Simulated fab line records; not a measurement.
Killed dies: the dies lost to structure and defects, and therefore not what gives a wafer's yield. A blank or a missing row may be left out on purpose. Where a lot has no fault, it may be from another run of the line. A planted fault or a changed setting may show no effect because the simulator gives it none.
Which tool is to blame? + flow nandHarc + Sampling: 11 lots, 31 wafers, 5 of 1159 route steps

## WHAT THE GAUGES READ, wafer by wafer
NHARC_END_SORT_01.
| lot  | measured     | on        | killedAtArray |
|------|--------------|-----------|---------------|
| L658 | day 22 14:16 | prober-02 | 674 673 675   |

## WHICH TOOL RAN EACH LOT (tool, then ch and the chambers of the sampled wafers, then the start)
| lot  | NHARC_A_CONTACT_DESCUM_47         | NHARC_A_CONTACT_ETCH_49                      | NHARC_A_CONTACT_ETCH_120           | NHARC_A_CONTACT_ETCH_90           |
|------|-----------------------------------|----------------------------------------------|------------------------------------|-----------------------------------|
| L648 | rieDiel-04 ch 1,3, day 16 08:32   | rieDiel-04 ch 1,2, day 16 10:44 or earlier   | harCapEtch-03 ch 0,1, day 16 10:44 | rieDiel-04 ch 0,2, day 16 11:35   |
| L654 | rieDiel-04 ch 2,3, day 18 17:12   | rieDiel-04 ch 1,2,3, day 18 19:23 or earlier | harCapEtch-03 ch 0,1, day 18 19:23 | rieDiel-10 ch 0,1, day 18 20:16   |
| L653 | rieDiel-10 ch 1,2,3, day 19 01:35 | rieDiel-10 ch 1,2,3, day 19 03:46 or earlier | harCapEtch-02 ch 0,1, day 19 03:46 | rieDiel-04 ch 1,2,3, day 19 04:38 |
| L656 | rieDiel-04 ch 0,3, day 19 10:07   | rieDiel-04 ch 0,3, day 19 12:39 or earlier   | harCapEtch-03 ch 0,1, day 19 12:39 | rieDiel-04 ch 0,2, day 19 13:42   |
| L658 | rieDiel-01 ch 1,2,3, day 19 12:46 | rieDiel-01 ch 1,3, day 19 15:20 or earlier   | harCapEtch-03 ch 0,1, day 19 15:20 | rieDiel-01 ch 1,2,3, day 19 16:15 |
| L657 | rieDiel-04 ch 0,2, day 20 02:38   | rieDiel-04 ch 2,3, day 20 04:50 or earlier   | harCapEtch-01 ch 1, day 20 04:50   | rieDiel-04 ch 0, day 20 05:40     |
| L664 | rieDiel-01 ch 0,1,3, day 20 14:21 | rieDiel-01 ch 1,2, day 20 17:11 or earlier   | harCapEtch-01 ch 0,1, day 20 17:11 | rieDiel-01 ch 0,1,3, day 20 18:04 |
| L663 | rieDiel-10 ch 0,1,3, day 20 19:25 | rieDiel-10 ch 0,1,2, day 20 21:38 or earlier | harCapEtch-01 ch 0,1, day 20 21:38 | rieDiel-01 ch 1,2,3, day 20 22:30 |
| L662 | rieDiel-04 ch 0,1,2, day 20 23:07 | rieDiel-04 ch 0,1,3, day 21 01:18 or earlier | harCapEtch-01 ch 0,1, day 21 01:18 | rieDiel-10 ch 0,1,2, day 21 02:11 |
| L665 | rieDiel-04 ch 0,3, day 22 00:45   | rieDiel-04 ch 0,1,2, day 22 02:58 or earlier | harCapEtch-01 ch 0,1, day 22 02:58 | rieDiel-04 ch 0,2, day 22 03:50   |
| L667 | rieDiel-01 ch 0,1, day 22 06:31   | rieDiel-01 ch 0,3, day 22 08:43 or earlier   | harCapEtch-01 ch 0,1, day 22 08:43 | rieDiel-04 ch 0,3, day 22 09:35   |
- NHARC_A_CONTACT_DESCUM_47: chemistry O2, time 3 s.
- NHARC_A_CONTACT_ETCH_49: etches the open film in N2/H2, target depth 260 nm, time 475.3 s.
- NHARC_A_CONTACT_ETCH_120: etches the open film in C4F8/O2/Ar, time 94 s, target depth 922 nm.
- NHARC_A_CONTACT_ETCH_90: etches the open film in CH3F/O2, target depth 40 nm, time 85.7 s.

## THE ANSWER, worked out from the rows above alone
Rule: what is usual is taken from the lots themselves. The widest of any qualifying gaps counts: lots, ordered by their means at a reading, are off when they make up no more than a third of the lots, leave a main group of 4 or more, and stand apart from it by 3 or more times the standard deviation of that group's means. Not used: any main group whose means are identical at the precision the tables above print for the reading. Also off: a lot with no number at a reading for which 4 or more lots have one. Where the step has rows for the other lots, those lots are counted as sound.
No lot is off on any of the readings shown, so nothing can be concluded from this.

## WHAT HAD BEEN PUT IN BY THE SIMULATOR
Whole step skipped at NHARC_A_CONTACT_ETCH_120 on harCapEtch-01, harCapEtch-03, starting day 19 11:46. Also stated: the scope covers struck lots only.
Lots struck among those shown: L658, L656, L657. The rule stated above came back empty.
